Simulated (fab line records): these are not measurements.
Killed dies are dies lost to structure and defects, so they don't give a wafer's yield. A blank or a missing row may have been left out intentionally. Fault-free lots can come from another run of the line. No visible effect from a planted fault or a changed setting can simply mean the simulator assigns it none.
Which of the tools did it? | flow n5-finfet | Sampling: 8 lots, 24 wafers, 7 of 1938 route steps

WHAT THE GAUGES READ, wafer by wafer
N5_STI_FIN_REVEAL_INSPECT_13: inspects for defects (darkfield). Usual: raw-defect-count reads 13 (standard deviation 6.4).
lot  | measured    | on                | raw-defect-count | flag
L254 | day 4 07:31 | defect-inspect-01 | 11 19 18         |
L257 | day 5 00:33 | defect-inspect-02 | 15 7 16          |
L262 | day 6 06:26 | defect-inspect-02 | 15 26 13         |
L263 | day 6 12:55 | defect-inspect-01 | 8 17 10          |
L264 | day 6 18:17 | defect-inspect-02 | 8 9 15           |
L267 | day 7 13:35 | defect-inspect-02 | 15 18 5          |
L269 | day 8 01:34 | defect-inspect-01 | 7 13 15          |
L270 | day 8 08:44 | defect-inspect-01 | 8 13 3           |

N5_DUMMY_GATE_CD_MEAS_50: the cd target is 14 nm. Usual: cd-nm reads 14.1 nm (standard deviation 0.33).
lot  | measured    | on        | cd-nm (nm)     | flag
L254 | day 4 16:38 | cd-sem-02 | 14.3 13.9 14.3 |
L257 | day 5 09:44 | cd-sem-02 | 14.1 14.6 14.3 |
L262 | day 6 15:59 | cd-sem-02 | 14.4 13.9 14.4 |
L263 | day 6 22:03 | cd-sem-02 | 13.3 13.9 13.8 |
L264 | day 8 19:56 | cd-sem-01 | - - -          | OFF
L267 | day 7 22:55 | cd-sem-01 | 14.0 13.9 13.9 |
L269 | day 8 11:03 | cd-sem-03 | - - -          | OFF
L270 | day 8 18:07 | cd-sem-03 | - - -          | OFF

N5_BEOL_M4_RC_MEAS_101. Usual: DIBL_N 36.1 mV/V, standard deviation 1.6; DIBL_P 35.8 mV/V, standard deviation 2.1; IOFF_N 0.16 nA/um, standard deviation 0.031; IOFF_P 0.21 nA/um, standard deviation 0.034; ION_N 673 uA/um, standard deviation 12; ION_P 461 uA/um, standard deviation 7.2; SS_N 71.4 mV/dec, standard deviation 0.59; SS_P 73.3 mV/dec, standard deviation 0.63; VT_N 250 mV, standard deviation 3.1; VT_P -250 mV, standard deviation 3.3.
lot  | measured     | on        | DIBL_N (mV/V)  | DIBL_P (mV/V)  | IOFF_N (nA/um) | IOFF_P (nA/um) | ION_N (uA/um) | ION_P (uA/um) | SS_N (mV/dec)  | SS_P (mV/dec)  | VT_N (mV)   | VT_P (mV)      | flag
L254 | day 9 23:06  | prober-01 | 37.1 35.8 37.0 | 35.6 34.7 35.9 | 0.18 0.14 0.17 | 0.23 0.21 0.24 | 691 671 683   | 465 461 471   | 72.0 71.1 72.0 | 73.1 73.3 73.2 | 247 250 247 | -249 -247 -245 |
L257 | day 10 18:57 | prober-01 | 35.4 35.0 35.7 | 36.1 35.7 36.6 | 0.14 0.14 0.14 | 0.17 0.17 0.18 | 667 676 664   | 452 460 452   | 71.0 71.0 71.4 | 73.5 72.2 73.3 | 253 251 254 | -256 -255 -255 |
L262 | day 11 19:40 | prober-01 | 35.4 33.9 32.9 | 35.8 34.5 33.4 | 0.15 0.13 0.11 | 0.21 0.18 0.17 | 672 656 646   | 465 454 457   | 71.2 70.8 70.6 | 73.1 72.5 72.7 | 249 254 253 | -250 -250 -252 |
L263 | day 12 10:47 | prober-01 | 39.4 37.6 39.6 | 40.5 38.6 40.6 | 0.22 0.17 0.23 | 0.24 0.22 0.25 | 695 674 690   | 470 462 462   | 71.8 71.2 71.9 | 73.8 73.7 74.8 | 246 247 245 | -250 -251 -252 |
L267 | day 13 07:11 | prober-02 | 35.3 37.0 37.0 | 34.9 37.4 35.8 | 0.15 0.18 0.18 | 0.23 0.26 0.23 | 667 670 675   | 470 470 465   | 71.1 71.5 71.3 | 73.2 73.6 73.6 | 253 247 249 | -247 -247 -247 |

WHICH TOOL RAN EACH LOT (tool, then ch and the chambers of the sampled wafers, then the start)
lot  | N5_DUMMY_GATE_ALD_02             | N5_DUMMY_GATE_ETCH_37             | N5_DUMMY_GATE_ETCH_31             | N5_DUMMY_GATE_STRIP_41
L254 | ald-sin-02 ch 1,2, day 4 07:37   | rie-diel-05 ch 0,1,2, day 4 16:24 | rie-diel-06 ch 0,1,2, day 4 16:41 | rie-diel-06 ch 0,1,2, day 4 16:43
L257 | ald-sin-04 ch 1,2,3, day 5 00:39 | rie-diel-05 ch 0,1,3, day 5 09:25 | rie-diel-03 ch 0,2,3, day 5 09:47 | rie-diel-03 ch 0,2,3, day 5 09:50
L262 | ald-sin-01 ch 1,2, day 6 06:56   | rie-diel-05 ch 0,2,3, day 6 15:45 | rie-diel-06 ch 1,2, day 6 16:02   | rie-diel-06 ch 1,2, day 6 16:04
L263 | ald-sin-02 ch 1,2,3, day 6 13:00 | rie-diel-06 ch 0,1,2, day 6 21:49 | rie-diel-03 ch 0,1,3, day 6 22:05 | rie-diel-03 ch 0,1,3, day 6 22:08
L264 | ald-sin-04 ch 0,1, day 6 19:26   | rie-diel-03 ch 0,1,2, day 8 19:29 | rie-diel-05 ch 0,2, day 8 20:04   | rie-diel-05 ch 0,2, day 8 20:08
L267 | ald-sin-01 ch 1,3, day 7 13:41   | rie-diel-06 ch 0,2,3, day 7 22:28 | rie-diel-05 ch 1,2, day 7 22:58   | rie-diel-05 ch 1,2, day 7 23:01
L269 | ald-sin-04 ch 0,1,3, day 8 01:40 | rie-diel-05 ch 0,1, day 8 10:34   | rie-diel-06 ch 0,3, day 8 11:19   | rie-diel-06 ch 0,3, day 8 11:21
L270 | ald-sin-02 ch 0,2,3, day 8 09:01 | rie-diel-06 ch 0,3, day 8 17:53   | rie-diel-06 ch 0,1,2, day 8 18:10 | rie-diel-06 ch 0,1,2, day 8 18:12
- N5_DUMMY_GATE_ALD_02: deposits SiO2, target thk 2 nm, pulse time 1 s.
- N5_DUMMY_GATE_ETCH_37: etches SOC in N2/H2, target depth 60 nm, overetch 30 nm.
- N5_DUMMY_GATE_ETCH_31: etches SiO2 in C4F6/O2, target depth 82.5 nm, time 27.5 s.
- N5_DUMMY_GATE_STRIP_41: strips in O2.

WHAT THE TOOLS THEMSELVES READ (means of the sampled wafers that have a number; where no wafer has one, the mark that the record gives instead)
N5_DUMMY_GATE_ALD_02. Usual: heater-power-w 497 W, standard deviation 45; precursor-pulse-height-rel 0.998, standard deviation 0.021.
lot  | tool       | heater-power-w (W) | precursor-pulse-height-rel | flag
L254 | ald-sin-02 | 464                | 0.989                      |
L257 | ald-sin-04 | 535                | 1.002                      |
L262 | ald-sin-01 | 523                | 0.997                      |
L263 | ald-sin-02 | 465                | 1.004                      |
L264 | ald-sin-04 | 465                | 0.990                      |
L267 | ald-sin-01 | 466                | 0.977                      |
L269 | ald-sin-04 | 496                | 0.996                      |
L270 | ald-sin-02 | 468                | 1.004                      |

N5_DUMMY_GATE_ETCH_37. Usual: bias-w is 150.0 W with standard deviation 0.46, chamber-pressure-mTorr is 30.000 mTorr with standard deviation 0.027, drypump-motor-current-A is 5.8 A with standard deviation 0.51, oes-product-au is 0.62 a.u. with standard deviation 0.055, rf-vpp-V is 523.9 V with standard deviation 2.6, showerhead-plenum-p-Torr is 2.54 Torr with standard deviation 0.096, and throttle-valve-pct is 17.93 % with standard deviation 0.25.
lot  | tool        | bias-w (W) | chamber-pressure-mTorr (mTorr) | drypump-motor-current-A (A) | oes-product-au (a.u.) | rf-vpp-V (V) | showerhead-plenum-p-Torr (Torr) | throttle-valve-pct (%) | flag
L254 | rie-diel-05 | 149.5      | 30.003                         | 5.8                         | 0.69                  | 524.6        | 2.54                            | 17.74                  |
L257 | rie-diel-05 | 149.6      | 30.008                         | 5.8                         | 0.61                  | 522.3        | 2.51                            | 17.79                  |
L262 | rie-diel-05 | 149.6      | 30.010                         | 5.7                         | 0.64                  | 523.7        | 2.53                            | 17.92                  |
L263 | rie-diel-06 | 150.2      | 30.028                         | 5.9                         | 0.59                  | 524.3        | 2.56                            | 18.23                  |
L264 | rie-diel-03 | -          | -                              | -                           | -                     | -            | -                               | -                      | OFF
L267 | rie-diel-06 | 150.0      | 30.015                         | 5.7                         | 0.60                  | 522.6        | 2.49                            | 18.05                  |
L269 | rie-diel-05 | -          | -                              | -                           | -                     | -            | -                               | -                      | OFF
L270 | rie-diel-06 | -          | -                              | -                           | -                     | -            | -                               | -                      | OFF

N5_DUMMY_GATE_ETCH_31. Usual: C4F6_flow_sccm 9.998 sccm, standard deviation 0.028; O2_flow_sccm 10.00 sccm, standard deviation 0.031; drypump-motor-current-A 5.8 A, standard deviation 0.52; oes-product-au 0.78 a.u., standard deviation 0.073; rf-vpp-V 672 V, standard deviation 9.4; showerhead-plenum-p-Torr 2.84 Torr, standard deviation 0.11; throttle-valve-pct 21.35 %, standard deviation 0.2.
lot  | tool        | C4F6_flow_sccm (sccm) | O2_flow_sccm (sccm) | drypump-motor-current-A (A) | oes-product-au (a.u.) | rf-vpp-V (V) | showerhead-plenum-p-Torr (Torr) | throttle-valve-pct (%) | flag
L254 | rie-diel-06 | 9.984                 | 9.96                | 5.8                         | 0.75                  | 674          | 2.88                            | 21.52                  |
L257 | rie-diel-03 | 9.998                 | 9.97                | 5.9                         | 0.76                  | 665          | 2.89                            | 21.31                  |
L262 | rie-diel-06 | 9.984                 | 10.00               | 6.1                         | 0.76                  | 675          | 2.88                            | 21.50                  |
L263 | rie-diel-03 | 9.999                 | 10.00               | 5.9                         | 0.76                  | 665          | 2.87                            | 21.31                  |
L264 | rie-diel-05 | 9.992                 | 9.99                | 5.7                         | 0.32                  | 674          | 2.86                            | 20.84                  | OFF
L267 | rie-diel-05 | 9.967                 | 10.02               | 5.1                         | 0.86                  | 666          | 2.77                            | 21.22                  |
L269 | rie-diel-06 | 9.994                 | 9.97                | 5.8                         | 0.28                  | 676          | 2.87                            | 21.13                  | OFF
L270 | rie-diel-06 | 10.014                | 9.99                | 5.8                         | 0.27                  | 673          | 2.86                            | 21.15                  | OFF

N5_DUMMY_GATE_STRIP_41. Usual: drypump-motor-current-A 5.8 A, standard deviation 0.52; oes-product-au 0.78 a.u., standard deviation 0.071; rf-vpp-V 3.7 V, standard deviation 0.48; showerhead-plenum-p-Torr 2.09 Torr, standard deviation 0.086; throttle-valve-pct 16.80 %, standard deviation 0.21.
lot  | tool        | drypump-motor-current-A (A) | oes-product-au (a.u.) | rf-vpp-V (V) | showerhead-plenum-p-Torr (Torr) | throttle-valve-pct (%) | flag
L254 | rie-diel-06 | 5.8                         | 0.75                  | 3.6          | 2.11                            | 16.96                  |
L257 | rie-diel-03 | 5.9                         | 0.76                  | 3.5          | 2.14                            | 16.82                  |
L262 | rie-diel-06 | 6.1                         | 0.76                  | 3.8          | 2.12                            | 16.95                  |
L263 | rie-diel-03 | 5.9                         | 0.76                  | 3.4          | 2.11                            | 16.76                  |
L264 | rie-diel-05 | 5.6                         | 0.85                  | 3.4          | 2.10                            | 16.68                  |
L267 | rie-diel-05 | 5.1                         | 0.84                  | 3.5          | 2.03                            | 16.68                  |
L269 | rie-diel-06 | 5.8                         | 0.75                  | 3.5          | 2.10                            | 16.99                  |
L270 | rie-diel-06 | 5.9                         | 0.72                  | 3.1          | 2.10                            | 17.04                  |

THE ANSWER, worked out from the rows above alone
Rule: a lot is off if the mean of its wafers that have a number lies more than 3 standard deviations from the usual mean. Also off: a lot with no number at a reading for which 4 or more lots have one. Where the step has rows for the other lots, those lots are counted as sound. Order of review: gauges by route order, followed by the tools' own readings, for which a lot's mean as printed above is used. At the first step where some lot is off, the reading lying furthest off is the one used; lots without a number count as furthest.
Off at N5_DUMMY_GATE_CD_MEAS_50 (cd-nm): L264, L269, L270. Without a number there: L264, L269, L270.
A tool fits if, at a process step before that reading, it ran every lot that is off, and no sound lot after the first of them. Not tried: the gauges at N5_DUMMY_GATE_CD_MEAS_50; whatever is off there is also off at N5_DUMMY_GATE_ETCH_37, on other tools, and gauge error can't account for it. No candidate that was tried fits.

WHAT WAS PUT IN BY THE SIMULATOR
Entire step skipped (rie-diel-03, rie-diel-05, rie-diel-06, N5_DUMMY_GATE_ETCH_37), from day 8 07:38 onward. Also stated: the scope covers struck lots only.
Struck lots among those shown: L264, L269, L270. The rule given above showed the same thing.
